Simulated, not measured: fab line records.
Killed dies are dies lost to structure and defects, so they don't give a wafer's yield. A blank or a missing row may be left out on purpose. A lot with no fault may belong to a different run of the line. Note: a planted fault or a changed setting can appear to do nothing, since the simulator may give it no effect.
fab line records	flow nand_harc	part 1 of 2: steps 1 to 4 of 6
record: lots: 23	wafers: 69	last_day: 34
route steps=1302 shown A_STAIRCASE@734
lots that met no fault: from a run of the same line without faults
start_h: the number of hours between the record's first day and the start of the first shown wafer of the lot	wait_h: hours since the lot's step before	" repeats the value in the row above	L1.1+2: several wafers, shown together as one row	- either no value or no given start	* or withheld: withheld	< > ~ a bound
route shown NAME@n: a module of which the file shows steps, and the number in the route of the first	usual: mean/standard deviation of fault-free wafers	same: alike in all rows	chamber/n: place in a boat	sites: readings site by site	_std_site: their standard deviation	_edge_site: inner sites' mean taken away from outer sites' mean	radius_mm: for every site, how far away it sits from the centre of the wafer	mask NAME#n: copy n	behind: the tool/chamber that last shaped the wafer	hold: why the lot was held/for how many hours/how that ended	device: names the non-switching transistor (n, p or np)	end of line: tests run on the same wafers once the route is complete	step lacking rows: just its recipe	killed: dies lost to structure and defects at the first sort, not the wafer's yield	map: dies across one wafer; x = killed, . = not, _ = none there
set.NAME: the setting that was run; set.NAME@STEP: the one run at that earlier step	model.NAME: the simulator's own value behind a step, which no gauge read
route steps across a sampled set of lots; one table per step, one row per wafer
services: when a tool's chamber went out of use (start_h, in hours from the record's first day, below 0 if earlier), for how many hours, and the reason
== steps ==
step: NHARC_A_STAIRCASE_TRIM_220
recipe: time_s: 211.2	o2_flow_sccm: 500	ar_flow_sccm: 0	bias_w: 0	chemistry: O2
usual: drypump_motor_current_A: 5.9/0.49	oes_product_au: 0.998/0.0073	rf_vpp_V: 57.8/0.96	showerhead_plenum_p_Torr: 3.56/0.14	throttle_valve_pct: 17.038/0.0092
lot.wafer	tool	chamber	start_h	wait_h	drypump_motor_current_A	oes_product_au	rf_hours_counter_h	rf_vpp_V	showerhead_plenum_p_Torr	throttle_valve_pct
L074.3	rie_diel-11	1	357.74	0.1	6.2	1.003	31	57.0	3.68	17.038
L074.5	"	3	"	"	5.0	0.984	-	56.9	3.50	17.056
L074.6	"	0	"	"	6.3	0.994	-	57.3	3.64	17.032
L075.2	rie_diel-12	3	374.05	0.1	6.1	1.005	31	56.2	3.44	17.038
L075.5	"	2	"	"	5.4	1.010	-	58.5	3.64	17.043
L075.6	"	3	"	"	6.1	0.987	-	56.6	3.44	17.036
L076.2	rie_diel-11	0	374.71	0.1	6.3	0.996	41	58.8	3.64	17.036
L076.3	"	2	"	"	6.1	1.000	31	58.9	3.62	17.032
L076.6	"	1	"	"	6.2	0.995	-	59.4	3.68	17.048
L077.2	rie_diel-04	1	386.28	0.1	6.6	1.005	11	57.5	3.29	17.026
L077.5	"	2	"	"	6.3	0.993	-	57.8	3.63	17.033
L077.6	"	3	"	"	6.0	0.999	-	58.8	3.74	17.032
L078.4	rie_diel-04	0	403.33	0.1	5.3	0.999	15	58.4	3.40	17.049
L078.1	"	2	"	"	6.2	1.003	16	56.4	3.63	17.059
L078.6	"	3	"	"	6.0	1.003	-	58.7	3.74	17.031
L079.1	rie_diel-04	2	406.81	0.1	6.2	0.993	17	58.3	3.62	17.029
L079.3	"	3	"	"	6.0	1.007	15	59.6	3.73	17.033
L079.5	"	2	"	"	6.2	0.999	-	58.7	3.62	17.027
L080.1	rie_diel-04	2	419.86	0.1	6.2	0.995	23	57.6	3.62	17.048
L080.3	"	3	"	"	6.0	1.007	22	57.3	3.73	17.022
L080.2	"	1	"	"	6.6	0.986	19	57.2	3.28	17.040
L081.3	rie_diel-04	1	427.50	0.1	6.6	1.016	22	58.5	3.28	17.044
L081.1	"	2	"	"	6.2	0.996	26	59.6	3.62	17.017
L081.6	"	0	"	"	5.3	0.994	-	57.3	3.39	17.036
L082.4	rie_diel-04	0	430.98	0.1	5.3	0.991	21	57.7	3.39	17.020
L082.2	"	2	"	"	6.2	1.001	27	58.9	3.62	17.051
L082.6	"	3	"	"	6.0	1.002	-	59.3	3.73	17.035
L083.2	rie_diel-04	1	440.58	0.2	6.6	1.000	25	57.6	3.28	17.038
L083.4	"	0	"	"	5.3	0.997	24	57.9	3.39	17.041
L083.5	"	1	"	"	6.5	1.002	-	57.7	3.28	17.035
L084.4	rie_diel-12	0	462.43	0.1	5.0	0.990	3	58.1	3.43	17.031
L084.1	"	1	"	"	5.5	1.004	3	56.7	3.59	17.042
L084.2	"	3	"	"	6.1	0.994	3	58.2	3.42	17.038
L085.3	rie_diel-04	2	464.31	0.1	6.2	0.998	39	57.1	3.61	17.036
L085.2	"	0	"	"	5.3	1.003	35	56.5	3.39	17.038
L085.4	"	3	"	"	6.0	1.003	-	59.1	3.72	17.036
L086.4	rie_diel-12	3	464.57	0.2	6.1	0.996	4	57.8	3.42	17.052
L086.2	"	0	"	"	5.0	0.997	4	57.2	3.43	17.035
L086.5	"	2	"	"	5.5	0.986	-	58.2	3.62	17.040
L087.2	rie_diel-12	3	499.28	0.1	6.2	0.999	14	57.8	3.42	17.049
L087.3	"	0	"	"	5.0	0.996	13	57.2	3.43	17.042
L087.1	"	1	"	"	5.5	0.996	10	57.3	3.59	17.049
L089.1	rie_diel-04	2	503.49	0.1	6.2	0.984	49	57.0	3.61	17.041
L089.2	"	3	"	"	6.0	1.006	50	58.7	3.71	17.023
L089.5	"	3	"	"	6.0	0.994	-	57.6	3.71	17.036
L088.2	rie_diel-12	2	520.52	0.1	5.5	0.991	19	58.2	3.61	17.039
L088.3	"	3	"	"	6.1	0.993	20	58.0	3.41	17.035
L088.1	"	1	"	"	5.5	0.999	16	58.0	3.59	17.038
L090.2	rie_diel-11	3	529.37	0.1	5.0	0.996	34	58.0	3.47	17.043
L090.6	"	1	"	"	6.2	1.007	-	58.4	3.65	17.044
L090.5	"	2	"	"	6.1	1.012	-	56.2	3.59	17.010
L093.3	rie_diel-11	3	542.71	0.1	5.0	0.994	39	57.7	3.47	17.016
L093.2	"	1	"	"	6.2	1.004	42	56.7	3.64	17.033
L093.5	"	3	"	"	5.0	0.986	-	57.9	3.47	17.041
L092.4	rie_diel-11	1	546.55	0.1	6.2	0.997	43	58.4	3.64	17.036
L092.1	"	3	"	"	5.0	0.983	40	55.2	3.47	17.054
L092.6	"	2	"	"	6.1	1.007	-	58.0	3.59	17.043
L094.3	rie_diel-12	1	554.13	0.1	5.5	0.991	27	58.9	3.58	17.035
L094.4	"	0	"	"	5.0	0.988	31	56.1	3.42	17.043
L094.6	"	1	"	"	5.5	0.997	-	58.9	3.58	17.051
L095.1	rie_diel-04	1	561.12	0.1	6.6	0.993	5	56.3	3.81	17.043
L095.4	"	3	"	"	6.0	0.990	4	59.0	3.70	17.033
L095.5	"	2	"	"	6.2	0.991	-	57.9	3.59	17.026
L097.3	rie_diel-04	1	589.01	0.1	6.6	0.998	10	57.7	3.80	17.034
L097.4	"	3	"	"	6.0	0.997	11	59.1	3.70	17.037
L097.6	"	1	"	"	6.6	0.999	-	56.9	3.80	17.039
L096.2	rie_diel-04	3	618.17	0.1	6.0	1.001	18	58.7	3.69	17.019
L096.3	"	2	"	"	6.2	1.005	21	58.9	3.59	17.050
L096.6	"	2	"	"	6.2	1.008	-	56.8	3.59	17.034
step: NHARC_A_STAIRCASE_ETCH_225
recipe: target_depth_a: 1000	time_s: 40.5	ion_energy_ev: 400	c4f8_flow_sccm: 20	o2_flow_sccm: 10	ar_flow_sccm: withheld	rf_w: 600	bias_w: 1000	chemistry: C4F8/O2
usual: oes_product_au: 0.941/0.0098	rf_vpp_V: 897/5.2
lot.wafer	tool	chamber	start_h	wait_h	oes_product_au	rf_hours_counter_h	rf_vpp_V
L074.3	rie_diel-11	3	-	-	0.943	34	895
L074.6	"	0	"	"	0.957	-	900
L074.5	"	3	"	"	0.936	-	895
L075.2	rie_diel-12	0	-	-	0.942	36	893
L075.5	"	0	"	"	0.945	-	893
L075.6	"	1	"	"	0.928	-	898
L076.2	rie_diel-11	3	-	-	0.939	38	896
L076.3	"	0	"	"	0.952	41	901
L076.6	"	3	"	"	0.937	-	893
L077.2	rie_diel-04	2	-	-	0.947	11	899
L077.5	"	3	"	"	0.958	-	902
L077.6	"	0	"	"	0.954	-	890
L078.1	rie_diel-04	1	-	-	0.944	14	886
L078.4	"	2	"	"	0.944	16	900
L078.6	"	2	"	"	0.955	-	899
L079.3	rie_diel-04	0	-	-	0.953	16	890
L079.1	"	3	"	"	0.949	16	903
L079.5	"	1	"	"	0.939	-	886
L080.3	rie_diel-04	1	-	-	0.938	19	886
L080.2	"	2	"	"	0.946	24	899
L080.1	"	3	"	"	0.945	22	903
L081.3	rie_diel-04	1	-	-	0.925	22	886
L081.1	"	3	"	"	0.939	25	903
L081.6	"	0	"	"	0.946	-	891
L082.4	rie_diel-04	3	-	-	0.943	26	902
L082.2	"	0	"	"	0.948	21	892
L082.6	"	2	"	"	0.939	-	898
L083.2	rie_diel-04	1	-	-	0.918	27	885
L083.4	"	2	"	"	0.936	31	900
L083.5	"	1	"	"	0.926	-	887
L084.2	rie_diel-12	2	-	-	0.945	3	900
L084.4	"	3	"	"	0.931	4	892
L084.1	"	1	"	"	0.939	3	898
L086.2	rie_diel-12	3	-	-	0.941	5	892
L086.4	"	0	"	"	0.942	4	892
L086.5	"	1	"	"	0.942	-	898
L085.2	rie_diel-04	0	-	-	0.938	36	891
L085.3	"	2	"	"	0.926	40	898
L085.4	"	3	"	"	0.943	-	902
L087.2	rie_diel-12	1	-	-	0.929	11	897
L087.1	"	2	"	"	0.926	14	900
L087.3	"	0	"	"	0.949	13	893
L089.1	rie_diel-04	3	-	-	0.934	51	902
L089.2	"	2	"	"	0.927	50	900
L089.5	"	3	"	"	0.926	-	903
L088.2	rie_diel-12	3	-	-	0.931	21	892
L088.1	"	0	"	"	0.938	19	892
L088.3	"	2	"	"	0.933	20	900
L090.2	rie_diel-11	1	-	-	0.957	38	899
L090.5	"	3	"	"	0.955	-	894
L090.6	"	0	"	"	0.964	-	898
L093.2	rie_diel-11	1	-	-	0.936	42	900
L093.3	"	3	"	"	0.942	40	893
L093.5	"	1	"	"	0.939	-	901
L092.1	rie_diel-11	1	-	-	0.937	43	900
L092.4	"	3	"	"	0.935	41	893
L092.6	"	2	"	"	0.960	-	898
L094.4	rie_diel-12	2	-	-	0.921	29	896
L094.3	"	3	"	"	0.931	30	892
L094.6	"	2	"	"	0.920	-	899
L095.4	rie_diel-04	3	-	-	0.948	5	903
L095.1	"	1	"	"	0.944	5	905
L095.5	"	2	"	"	0.947	-	897
L097.3	rie_diel-04	2	-	-	0.949	12	899
L097.4	"	0	"	"	0.930	10	890
L097.6	"	2	"	"	0.947	-	897
L096.3	rie_diel-04	1	-	-	0.923	21	906
L096.2	"	2	"	"	0.924	23	897
L096.6	"	1	"	"	0.936	-	905
step: NHARC_A_STAIRCASE_TRIM_231
recipe: time_s: 211.2	o2_flow_sccm: 500	ar_flow_sccm: 0	bias_w: 0	chemistry: O2
usual: drypump_motor_current_A: 5.8/0.5	oes_product_au: 0.998/0.0075	rf_vpp_V: 57.7/0.97	showerhead_plenum_p_Torr: 3.54/0.13	throttle_valve_pct: 17.037/0.0085
lot.wafer	tool	chamber	start_h	wait_h	drypump_motor_current_A	oes_product_au	rf_hours_counter_h	rf_vpp_V	showerhead_plenum_p_Torr	throttle_valve_pct
L074.3	rie_diel-11	3	-	-	5.0	0.995	34	58.8	3.50	17.023
L074.5	"	3	"	"	5.0	0.995	-	58.3	3.50	17.043
L074.6	"	0	"	"	6.3	1.005	-	59.1	3.64	17.027
L075.2	rie_diel-12	2	-	-	5.4	0.996	36	58.7	3.64	17.047
L075.5	"	1	"	"	5.5	0.992	-	58.8	3.61	17.046
L075.6	"	2	"	"	5.4	1.000	-	57.1	3.64	17.031
L076.2	rie_diel-11	1	-	-	6.2	1.007	35	56.8	3.68	17.043
L076.3	"	2	"	"	6.1	1.016	31	57.7	3.62	17.049
L076.6	"	0	"	"	6.3	1.004	-	59.2	3.64	17.046
L077.2	rie_diel-04	1	-	-	6.6	1.002	11	57.8	3.29	17.036
L077.5	"	2	"	"	6.3	0.999	-	57.8	3.63	17.049
L077.6	"	3	"	"	6.0	0.999	-	58.2	3.74	17.024
L078.4	rie_diel-04	1	-	-	6.6	1.004	14	55.9	3.29	17.034
L078.1	"	3	"	"	6.0	1.009	15	58.8	3.73	17.040
L078.6	"	1	"	"	6.6	1.003	-	54.3	3.29	17.049
L079.1	rie_diel-04	3	-	-	6.0	0.995	16	58.0	3.73	17.029
L079.3	"	1	"	"	6.6	0.992	15	58.0	3.29	17.040
L079.5	"	3	"	"	6.0	1.003	-	57.7	3.73	17.035
L080.1	rie_diel-04	3	-	-	5.9	0.995	22	59.0	3.73	17.040
L080.2	"	1	"	"	6.6	0.998	19	58.2	3.28	17.031
L080.3	"	2	"	"	6.2	0.998	24	57.0	3.62	17.037
L081.1	rie_diel-04	0	-	-	5.3	0.993	21	58.0	3.39	17.038
L081.3	"	1	"	"	6.6	0.990	22	59.1	3.28	17.043
L081.6	"	2	"	"	6.2	0.996	-	56.6	3.62	17.043
L082.2	rie_diel-12	3	-	-	6.1	0.996	52	59.3	3.43	17.023
L082.4	"	1	"	"	5.5	0.999	56	58.2	3.60	17.047
L082.6	"	2	"	"	5.5	1.000	-	56.3	3.63	17.033
L083.2	rie_diel-04	3	-	-	5.9	0.998	32	58.4	3.72	17.029
L083.4	"	0	"	"	5.3	0.999	28	57.0	3.39	17.040
L083.5	"	0	"	"	5.3	1.000	-	56.5	3.39	17.044
L084.4	rie_diel-12	2	-	-	5.5	1.000	3	57.2	3.62	17.040
L084.2	"	3	"	"	6.1	0.998	4	58.2	3.42	17.045
L084.1	"	1	"	"	5.5	1.005	3	59.4	3.59	17.030
L086.2	rie_diel-12	0	-	-	5.0	0.999	5	56.9	3.43	17.052
L086.4	"	2	"	"	5.5	0.991	4	58.0	3.62	17.031
L086.5	"	0	"	"	5.0	1.003	-	57.7	3.43	17.026
L085.3	rie_diel-04	2	-	-	6.2	0.998	40	57.2	3.61	17.045
L085.2	"	3	"	"	6.0	0.997	41	57.6	3.72	17.040
L085.4	"	2	"	"	6.2	1.001	-	57.8	3.61	17.037
L087.3	rie_diel-12	2	-	-	5.5	0.996	14	60.1	3.61	17.035
L087.2	"	0	"	"	5.0	0.988	14	55.8	3.43	17.030
L087.1	"	1	"	"	5.5	0.998	11	56.5	3.59	17.048
L089.2	rie_diel-12	2	-	-	5.4	0.996	15	58.4	3.61	17.037
L089.1	"	3	"	"	6.2	0.998	16	58.6	3.41	17.035
L089.5	"	1	"	"	5.5	0.988	-	59.6	3.59	17.036
L088.1	rie_diel-04	1	-	-	6.6	0.993	34	57.0	3.28	17.038
L088.2	"	2	"	"	6.2	0.985	59	58.3	3.60	17.037
L088.3	"	0	"	"	5.2	0.982	49	56.3	3.38	17.032
L090.2	rie_diel-04	0	-	-	5.3	1.003	53	58.0	3.38	17.024
L090.5	"	2	"	"	6.2	0.994	-	58.6	3.60	17.042
L090.6	"	3	"	"	6.0	1.010	-	57.5	3.71	17.025
L093.3	rie_diel-12	0	-	-	5.0	1.002	27	58.8	3.42	17.042
L093.2	"	1	"	"	5.5	0.995	23	56.7	3.58	17.037
L093.5	"	2	"	"	5.5	0.990	-	57.4	3.61	17.043
L092.4	rie_diel-11	0	-	-	6.3	0.989	41	57.9	3.61	17.035
L092.1	"	1	"	"	6.2	1.003	44	57.9	3.64	17.054
L092.6	"	2	"	"	6.1	1.010	-	57.0	3.59	17.038
L094.4	rie_diel-11	0	-	-	6.3	0.992	44	58.0	3.61	17.044
L094.3	"	1	"	"	6.2	1.000	47	58.6	3.64	17.028
L094.6	"	2	"	"	6.1	1.029	-	57.6	3.59	17.031
L095.4	rie_diel-12	0	-	-	5.0	0.995	33	58.5	3.42	17.053
L095.1	"	1	"	"	5.5	0.998	28	57.0	3.58	17.022
L095.5	"	1	"	"	5.5	0.993	-	58.5	3.58	17.037
L097.3	rie_diel-04	3	-	-	6.0	1.010	12	59.3	3.70	17.043
L097.4	"	1	"	"	6.6	1.002	11	57.5	3.80	17.029
L097.6	"	3	"	"	6.0	0.999	-	58.1	3.70	17.024
L096.3	rie_diel-11	2	-	-	6.1	1.000	0	57.2	3.58	17.050
L096.2	"	3	"	"	5.0	0.996	0	57.6	3.46	17.035
L096.6	"	0	"	"	6.3	1.013	-	57.6	3.59	17.031
step: NHARC_A_STAIRCASE_ETCH_234
recipe: target_depth_a: 1000	time_s: 40.5	ion_energy_ev: 400	c4f8_flow_sccm: 20	o2_flow_sccm: 10	ar_flow_sccm: withheld	rf_w: 600	bias_w: 1000	chemistry: C4F8/O2
usual: oes_product_au: 0.942/0.0091	rf_vpp_V: 896/4.9
lot.wafer	tool	chamber	start_h	wait_h	oes_product_au	rf_hours_counter_h	rf_vpp_V
L074.3	rie_diel-11	1	-	-	0.945	32	903
L074.6	"	3	"	"	0.946	-	894
L074.5	"	0	"	"	0.940	-	900
L075.2	rie_diel-12	1	-	-	0.933	41	899
L075.6	"	0	"	"	0.942	-	892
L075.5	"	1	"	"	0.931	-	899
L076.3	rie_diel-11	2	-	-	0.936	31	901
L076.2	"	3	"	"	0.928	38	897
L076.6	"	3	"	"	0.932	-	895
L077.2	rie_diel-04	3	-	-	0.947	9	904
L077.5	"	3	"	"	0.940	-	903
L077.6	"	0	"	"	0.941	-	890
L078.4	rie_diel-04	3	-	-	0.950	15	905
L078.1	"	2	"	"	0.939	17	900
L078.6	"	0	"	"	0.952	-	891
L079.3	rie_diel-04	2	-	-	0.938	18	900
L079.1	"	3	"	"	0.943	16	904
L079.5	"	2	"	"	0.946	-	899
L080.1	rie_diel-04	3	-	-	0.936	23	902
L080.3	"	1	"	"	0.946	20	888
L080.2	"	2	"	"	0.938	24	899
L081.1	rie_diel-04	3	-	-	0.936	26	903
L081.3	"	2	"	"	0.931	27	899
L081.6	"	0	"	"	0.937	-	891
L082.4	rie_diel-12	2	-	-	0.950	53	900
L082.2	"	1	"	"	0.936	56	899
L082.6	"	3	"	"	0.949	-	891
L083.4	rie_diel-04	3	-	-	0.950	33	902
L083.2	"	2	"	"	0.939	32	900
L083.5	"	0	"	"	0.942	-	891
L084.4	rie_diel-12	3	-	-	0.928	4	893
L084.1	"	0	"	"	0.943	4	893
L084.2	"	2	"	"	0.932	4	899
L086.4	rie_diel-12	2	-	-	0.954	5	899
L086.2	"	1	"	"	0.933	4	898
L086.5	"	2	"	"	0.939	-	899
L085.3	rie_diel-04	0	-	-	0.943	36	892
L085.2	"	2	"	"	0.935	40	900
L085.4	"	2	"	"	0.935	-	899
L087.1	rie_diel-12	1	-	-	0.945	11	898
L087.2	"	3	"	"	0.935	15	892
L087.3	"	0	"	"	0.936	14	892
L089.1	rie_diel-12	3	-	-	0.945	16	891
L089.2	"	0	"	"	0.946	15	891
L089.5	"	2	"	"	0.944	-	898
L088.1	rie_diel-04	1	-	-	0.931	36	886
L088.2	"	2	"	"	0.929	64	900
L088.3	"	3	"	"	0.945	64	901
L090.2	rie_diel-04	1	-	-	0.961	39	886
L090.5	"	3	"	"	0.966	-	903
L090.6	"	0	"	"	0.952	-	891
L093.2	rie_diel-12	1	-	-	0.937	24	897
L093.3	"	0	"	"	0.936	27	892
L093.5	"	1	"	"	0.933	-	898
L092.4	rie_diel-11	0	-	-	0.938	41	900
L092.1	"	2	"	"	0.955	44	897
L092.6	"	1	"	"	0.937	-	901
L094.3	rie_diel-11	0	-	-	0.950	44	900
L094.4	"	2	"	"	0.951	46	899
L094.6	"	0	"	"	0.957	-	899
L095.1	rie_diel-12	0	-	-	0.946	33	892
L095.4	"	0	"	"	0.945	-	892
L095.5	"	2	"	"	0.924	-	898
L097.4	rie_diel-04	3	-	-	0.958	12	902
L097.3	"	0	"	"	0.933	10	889
L097.6	"	3	"	"	0.940	-	901
L096.3	rie_diel-11	3	-	-	0.960	0	895
L096.2	"	0	"	"	0.946	1	899
L096.6	"	0	"	"	0.950	-	899
